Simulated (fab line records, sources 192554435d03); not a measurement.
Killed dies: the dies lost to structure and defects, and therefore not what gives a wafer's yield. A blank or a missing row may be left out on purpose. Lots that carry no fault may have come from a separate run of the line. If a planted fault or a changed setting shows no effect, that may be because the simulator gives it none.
Split-lot trial	flow n5-finfet	route with 1938 steps; 7 lots, 39 wafers read

== THE SPLIT ITSELF ==
At N5_BEOL_M6_ETCH_62 (etches SOC in N2/H2, target depth 110 nm, overetch 22 nm, time 165 s), the setting time-s was moved away from the recipe's 165 s on 12 of the 39 wafers read, by -51.4% to +37.8%. The other wafers ran this setting at the recipe's value.

The split's own step is where the reading is taken.

== THE READING ==
BEOL_M6.cd-offset-nm (the simulator's own value, which no gauge read), in nm, at N5_BEOL_M6_ETCH_62 (etches SOC in N2/H2, target depth 110 nm, overetch 22 nm, time 165 s). The file gives no usual value for it. Across the 27 wafers here that went through the recipe, the average is -0.3 nm and the standard deviation 0.47 nm.

wafer	tool, chamber at the split	time-s as run, s	against the recipe	BEOL_M6.cd-offset-nm, nm	against lot-mates on the recipe
L075.1	rie-diel-01, 2,3	103.6	-37.2%	-1.4	-1.3
L075.4	rie-diel-01, 2,3	103.6	-37.2%	-1.4	-1.3
L075.2	rie-diel-01, 0	103.6	-37.2%	-1.4	-1.3
L075.3	rie-diel-01, 3	165	recipe	-0.2	-
L075.5	rie-diel-01, 0,2	165	recipe	0	-
L075.6	rie-diel-01, 0,2	165	recipe	0	-
L083.1	rie-diel-03, 0	165	recipe	1	-
L083.2	rie-diel-03, 3	80.14	-51.4%	-1.6	-2.4
L083.3	rie-diel-03, 1	165	recipe	0.6	-
L083.4	rie-diel-03, 2	165	recipe	0.8	-
L083.5	rie-diel-03, 2	80.14	-51.4%	-1.6	-2.4
L083.6	rie-diel-03, 1	80.14	-51.4%	-1.2	-2.0
L081.1	rie-diel-01, 1	165	recipe	-0.4	-
L081.2	rie-diel-01, 2	165	recipe	0.2	-
L081.3	rie-diel-01, 0	165	recipe	0	-
L081.4	rie-diel-01, 3	165	recipe	-0.6	-
L081.5	rie-diel-01, 0	165	recipe	-0.4	-
L081.6	rie-diel-01, 3	165	recipe	-0.2	-
L087.3	rie-diel-04, 2	165	recipe	-0.4	-
L087.4	rie-diel-04, 2	165	recipe	-0.4	-
L087.5	rie-diel-04, 1	165	recipe	-0.2	-
L088.1	rie-diel-04, 1	165	recipe	-0.8	-
L088.2	rie-diel-04, 3,3,1	165	recipe	-0.8	-
L088.5	rie-diel-04, 3,3,1	165	recipe	-0.8	-
L088.6	rie-diel-04, 3,3,1	165	recipe	-0.8	-
L088.3	rie-diel-04, 2	165	recipe	-0.4	-
L088.4	rie-diel-04, 2	165	recipe	-0.6	-
L089.1	rie-diel-01, 1	165	recipe	-0.4	-
L089.2	rie-diel-01, 0	165	recipe	-0.4	-
L089.3	rie-diel-01, 2	105.3	-36.2%	-1.4	-0.9
L089.4	rie-diel-01, 1	105.3	-36.2%	-1	-0.5
L089.5	rie-diel-01, 0	105.3	-36.2%	-1	-0.5
L089.6	rie-diel-01, 2	165	recipe	-0.6	-
L096.1	rie-diel-03, 0	227.3	+37.8%	0.6	+1.1
L096.2	rie-diel-03, 1	227.3	+37.8%	0.8	+1.3
L096.3	rie-diel-03, 2	165	recipe	-0.2	-
L096.4	rie-diel-03, 2	165	recipe	-0.8	-
L096.5	rie-diel-03, 1	165	recipe	-0.4	-
L096.6	rie-diel-03, 0	227.3	+37.8%	0.6	+1.1
Where a row lists several chambers, the file gives one row for several wafers and doesn't say which wafer went through which chamber.

THE FIT
A straight line over all 39 wafers: BEOL_M6.cd-offset-nm changes by +0.0251 nm for each +1% of time-s; r = +0.81; the points scatter about the line by 0.41 nm.
The same after taking each lot's own level away (the mean of its wafers on the recipe; 39 wafers): +0.0343 nm for each +1%; r = +0.94; scatter 0.28 nm.
Per that fit: largest time-s move, reading shift of 1.8 nm.
The span of the lots' own levels, -0.70 to 0.80 nm, comes to 3.2 times the standard deviation stated above.
So the slope is not independent of the lot-to-lot level: the two fits are not the same.
Check: with one of the wafers moved furthest among these (-51.4%) left out of the fit, the line predicts -1.68 nm for it against its lot-mates. It came out at -2.4 nm against them.

== ADDITIONAL SPLITS CARRIED BY THESE WAFERS ==
Before the reading, these wafers also passed through other splits. Each is held against what the fit with the lots' levels taken away leaves over:
other split on the same wafers	wafers away from the commonest value	r with BEOL_M6.cd-offset-nm (lot level and that fit taken away)
N5_BEOL_M0_SAQP_CUT_ETCH_46 time-s	12	-0.12
N5_BEOL_M1_TRENCH_ETCH_37 target-depth-a	12	-0.08

== THE WHOLE CHAIN: every reading that the file lists as answering this split, in the file's order ==
step	what it does	reading	change (the file's fit)	r (the file's)
N5_BEOL_M6_ETCH_62	etches SOC in N2/H2, target depth 110 nm, overetch 22 nm, time 165 s	SiARC_of_BEOL_M6_COAT_60.thk-nm (the simulator's own value, which no gauge read)	-0.0645 nm for each +1% of the setting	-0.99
N5_BEOL_M6_ETCH_62	etches SOC in N2/H2, target depth 110 nm, overetch 22 nm, time 165 s	BEOL_M6.cd-offset-nm (the simulator's own value, which no gauge read)	+0.0345 nm for each +1% of the setting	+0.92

== THE FILE'S OWN FIT ==
BEOL_M6.cd-offset-nm changes by +0.0345 nm for each +1% of time-s, r = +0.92.
